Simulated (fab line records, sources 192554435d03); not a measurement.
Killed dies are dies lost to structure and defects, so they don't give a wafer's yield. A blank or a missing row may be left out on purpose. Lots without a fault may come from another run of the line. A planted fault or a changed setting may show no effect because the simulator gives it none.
Chamber matching | flow n5_finfet | N5_BEOL_M1_ETCHBACK_99 on rie_diel-01: 4 sister chambers
The step etches SiO2 in CHF3, target depth 5 nm, time 10.4 s. 8 wafers are shown with their chamber, then 12 later ones without.

WAFERS WITH THEIR CHAMBER
wafer  | chamber | drypump_motor_current_A (A) | showerhead_plenum_p_Torr (Torr)
L083.6 | 1       | 5.4                         | 2.13
L086.6 | 2       | 5.2                         | 2.10
L088.1 | 2       | 5.3                         | 2.10
L088.4 | 3       | 6.0                         | 2.22
L088.5 | 1       | 5.4                         | 2.12
L089.1 | 3       | 6.1                         | 2.22
L089.4 | 0       | 5.5                         | 2.12
L089.6 | 0       | 5.5                         | 2.12

WAFERS WITHOUT THEIR CHAMBER
wafer  | drypump_motor_current_A (A) | showerhead_plenum_p_Torr (Torr)
L093.3 | 5.4                         | 2.12
L093.5 | 5.4                         | 2.12
L093.6 | 5.5                         | 2.12
L094.2 | 5.3                         | 2.10
L094.3 | 5.4                         | 2.12
L094.6 | 5.3                         | 2.10
L095.2 | 5.5                         | 2.12
L095.5 | 5.4                         | 2.12
L095.6 | 5.5                         | 2.12
L096.4 | 5.3                         | 2.10
L096.5 | 5.5                         | 2.11
L096.6 | 6.0                         | 2.21

WHICH CHAMBER EACH WENT THROUGH
wafer  | from the rows above     | in truth
L093.3 | can't be placed: 1 or 0 | 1
L093.5 | can't be placed: 1 or 0 | 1
L093.6 | 0                       | 0
L094.2 | 2                       | 2
L094.3 | can't be placed: 1 or 0 | 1
L094.6 | 2                       | 2
L095.2 | 0                       | 0
L095.5 | can't be placed: 1 or 0 | 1
L095.6 | 0                       | 0
L096.4 | 2                       | 2
L096.5 | can't be placed: 0 or 1 | 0
L096.6 | 3                       | 3
Placed correctly: 7 of 12. Can't be placed from these rows: 5 (the true chamber is among the candidates in 5). Placed wrongly: 0.
How it was worked out, from the rows above alone: a wafer's distance from a chamber is the root of the sum, over the readings, of the square of ((its reading less the chamber's mean) divided by the reading's scatter). The wafer belongs to the nearest chamber; if the next one is less than 2 further off, it can't be placed. A chamber's mean is the mean of its shown wafers. The scatter: the root of (the sum of the squares of (reading less its chamber's mean) over the shown wafers, divided by (wafers less chambers)).
